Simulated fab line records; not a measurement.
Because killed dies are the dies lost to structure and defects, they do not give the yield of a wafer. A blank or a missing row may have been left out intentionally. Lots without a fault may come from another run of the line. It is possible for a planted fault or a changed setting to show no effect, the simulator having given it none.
Matching of chambers | flow n5-finfet | ald-metal-03 running N5_BEOL_M8_ALD_77: 4 sister chambers
The step deposits TaN, target thk 2 nm, pulse time 2 s, purge time 3 s. 8 wafers are shown with their chamber, then 7 later ones without.

== WAFERS WITH THEIR CHAMBER ==
wafer  | chamber | heater-power-outer-w (W) | heater-power-w (W)
L076.1 | 2       | 228                      | 397
L077.1 | 1       | 224                      | 408
L077.3 | 2       | 236                      | 398
L080.2 | 3       | 228                      | 412
L080.4 | 0       | 199                      | 363
L080.5 | 0       | 203                      | 367
L082.1 | 3       | 224                      | 401
L082.3 | 1       | 220                      | 414

== WAFERS WHOSE CHAMBER IS MISSING ==
wafer  | heater-power-outer-w (W) | heater-power-w (W)
L082.5 | 235                      | 409
L088.1 | 220                      | 407
L088.4 | 219                      | 418
L088.5 | 204                      | 368
L093.3 | 217                      | 400
L093.4 | 199                      | 375
L093.6 | 236                      | 414

== CHAMBER TAKEN BY EACH ==
wafer  | from the rows above          | in truth
L082.5 | can't be placed: 3 or 2 or 1 | 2
L088.1 | can't be placed: 1 or 3      | 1
L088.4 | can't be placed: 1 or 3      | 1
L088.5 | 0                            | 0
L093.3 | can't be placed: 1 or 3 or 2 | 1
L093.4 | 0                            | 0
L093.6 | can't be placed: 3 or 2 or 1 | 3
Correct placement for 2 of the 7. Cannot be placed on the basis of these rows: 5; the candidates contain the true chamber in 5. Placed wrongly: 0.
How it was worked out, from the rows above alone: a wafer's distance from a chamber is the root of the sum, over the readings, of the square of ((its reading less the chamber's mean) divided by the reading's scatter). The wafer belongs to the nearest chamber; if the next one is less than 2 further off, it can't be placed. A chamber's mean is the mean of its shown wafers. The scatter is the square root of a quotient: the sum, over the shown wafers, of each reading's squared deviation from its chamber's mean, divided by wafers minus chambers.
